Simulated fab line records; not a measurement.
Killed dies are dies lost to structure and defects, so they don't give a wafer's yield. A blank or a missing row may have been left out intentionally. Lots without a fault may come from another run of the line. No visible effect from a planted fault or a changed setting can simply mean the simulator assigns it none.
Split-lot trial + flow n5_finfet + 39 wafers read from 7 lots, route of 1938 steps

== THE SPLIT ITSELF ==
At N5_MOL_CONTACT_COAG_ETCH_67 (etches SOC in N2/H2, target depth 60 nm, overetch 21 nm, time 101.2 s), the setting source_w was moved away from the recipe's 840 W on 18 of the 39 wafers read, by -15.4% to +17.8%. For the rest of the wafers, this setting stayed at what the recipe calls for.

The reading is taken at the split's own step.

== THE READING ==
rf_vpp_V, in V, at N5_MOL_CONTACT_COAG_ETCH_67 (etches SOC in N2/H2, target depth 60 nm, overetch 21 nm, time 101.2 s). A value of 524.4 V with a standard deviation of 1.7 V is what fault-free wafers of this fab line usually give.

| wafer  | tool, chamber at the split | source_w as run, W | against the recipe | rf_vpp_V, V | against lot-mates on the recipe |
|--------|----------------------------|--------------------|--------------------|-------------|---------------------------------|
| L075.1 | rie_diel-01, 0             | 769.1              | -8.4%              | 542.0       | +17.4                           |
| L075.2 | rie_diel-01, 3             | 840                | recipe             | 523.4       | -                               |
| L075.3 | rie_diel-01, 2             | 769.1              | -8.4%              | 538.1       | +13.5                           |
| L075.4 | rie_diel-01, 1             | 769.1              | -8.4%              | 541.4       | +16.8                           |
| L075.5 | rie_diel-01, 3             | 840                | recipe             | 523.3       | -                               |
| L075.6 | rie_diel-01, 0             | 840                | recipe             | 527.1       | -                               |
| L080.1 | rie_diel-03, 3             | 840                | recipe             | 523.0       | -                               |
| L080.2 | rie_diel-03, 2             | 989.1              | +17.8%             | 498.7       | -24.2                           |
| L080.3 | rie_diel-03, 1             | 989.1              | +17.8%             | 494.1       | -28.8                           |
| L080.4 | rie_diel-03, 1             | 840                | recipe             | 522.0       | -                               |
| L080.5 | rie_diel-03, 3             | 840                | recipe             | 523.7       | -                               |
| L080.6 | rie_diel-03, 2             | 989.1              | +17.8%             | 498.0       | -24.9                           |
| L082.1 | rie_diel-03, 0             | 749                | -10.8%             | 546.9       | +21.9                           |
| L082.2 | rie_diel-03, 2             | 840                | recipe             | 527.3       | -                               |
| L082.3 | rie_diel-03, 1             | 840                | recipe             | 522.4       | -                               |
| L082.4 | rie_diel-03, 2             | 749                | -10.8%             | 545.0       | +20.0                           |
| L082.5 | rie_diel-03, 1             | 749                | -10.8%             | 543.7       | +18.7                           |
| L082.6 | rie_diel-03, 0             | 840                | recipe             | 525.4       | -                               |
| L087.1 | rie_diel-03, 3             | 920.5              | +9.6%              | 506.2       | -17.7                           |
| L087.2 | rie_diel-03, 2             | 840                | recipe             | 524.1       | -                               |
| L087.3 | rie_diel-03, 0             | 840                | recipe             | 525.5       | -                               |
| L087.4 | rie_diel-03, 1             | 920.5              | +9.6%              | 507.0       | -16.9                           |
| L087.5 | rie_diel-03, 2             | 920.5              | +9.6%              | 508.6       | -15.3                           |
| L087.6 | rie_diel-03, 3             | 840                | recipe             | 522.0       | -                               |
| L090.1 | rie_diel-03, 0             | 840                | recipe             | 524.6       | -                               |
| L090.4 | rie_diel-03, 1             | 840                | recipe             | 522.2       | -                               |
| L090.5 | rie_diel-03, 1             | 840                | recipe             | 523.0       | -                               |
| L091.1 | rie_diel-01, 3             | 757.1              | -9.9%              | 541.0       | +17.6                           |
| L091.2 | rie_diel-01, 1             | 840                | recipe             | 524.6       | -                               |
| L091.3 | rie_diel-01, 2             | 840                | recipe             | 521.4       | -                               |
| L091.4 | rie_diel-01, 0             | 757.1              | -9.9%              | 544.9       | +21.5                           |
| L091.5 | rie_diel-01, 1             | 757.1              | -9.9%              | 542.4       | +19.0                           |
| L091.6 | rie_diel-01, 2             | 840                | recipe             | 524.1       | -                               |
| L092.1 | rie_diel-03, 3             | 840                | recipe             | 522.8       | -                               |
| L092.2 | rie_diel-03, 1             | 840                | recipe             | 523.6       | -                               |
| L092.3 | rie_diel-03, 0             | 710.4              | -15.4%             | 555.3       | +31.4                           |
| L092.4 | rie_diel-03, 2             | 710.4              | -15.4%             | 556.0       | +32.1                           |
| L092.5 | rie_diel-03, 2             | 840                | recipe             | 525.2       | -                               |
| L092.6 | rie_diel-03, 1             | 710.4              | -15.4%             | 551.2       | +27.3                           |

FIT RESULTS
A straight line over all 39 wafers: rf_vpp_V changes by -1.77 V for each +1% of source_w; r = -0.99; the points scatter about the line by 2.2 V.
The same after taking each lot's own level away (the mean of its wafers on the recipe; 39 wafers): -1.73 V for each +1%; r = -0.99; scatter 2.2 V.
On that fit, the largest move of source_w shifts the reading by 31 V.
The lots' own levels span 522.90 to 525.03 V, that is 1.3 times the standard deviation above.
Consequently the slope shifts little with the lot-to-lot level, the two slopes agreeing.
Check: -30.8 V against its lot-mates is what the line predicts for one of the wafers moved furthest among these (+17.8%) when that wafer is left out of the fit. It came out at -24.2 V against them.
Tool readings at the split's step, against how far the setting was moved: rf_vpp_V r = -0.99.

== OTHER SPLITS ON THESE WAFERS ==
Note: prior to the reading, these wafers also went through further splits. Each is held against what the fit with the lots' levels taken away leaves over:
| other split on the same wafers             | wafers away from the commonest value | r with rf_vpp_V (lot level and that fit taken away) |
|--------------------------------------------|--------------------------------------|-----------------------------------------------------|
| N5_FIN_SAQP_MANDREL_ETCH_22 target_depth_a | 15                                   | +0.05                                               |
| N5_DUMMY_GATE_ETCH_32 time_s               | 12                                   | -0.36                                               |
| N5_GATE_CUT_ETCH_58 bias_w                 | 9                                    | +0.08                                               |

== THE FILE'S OWN FIT ==
rf_vpp_V changes by -1.75 V for each +1% of source_w, r = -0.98.
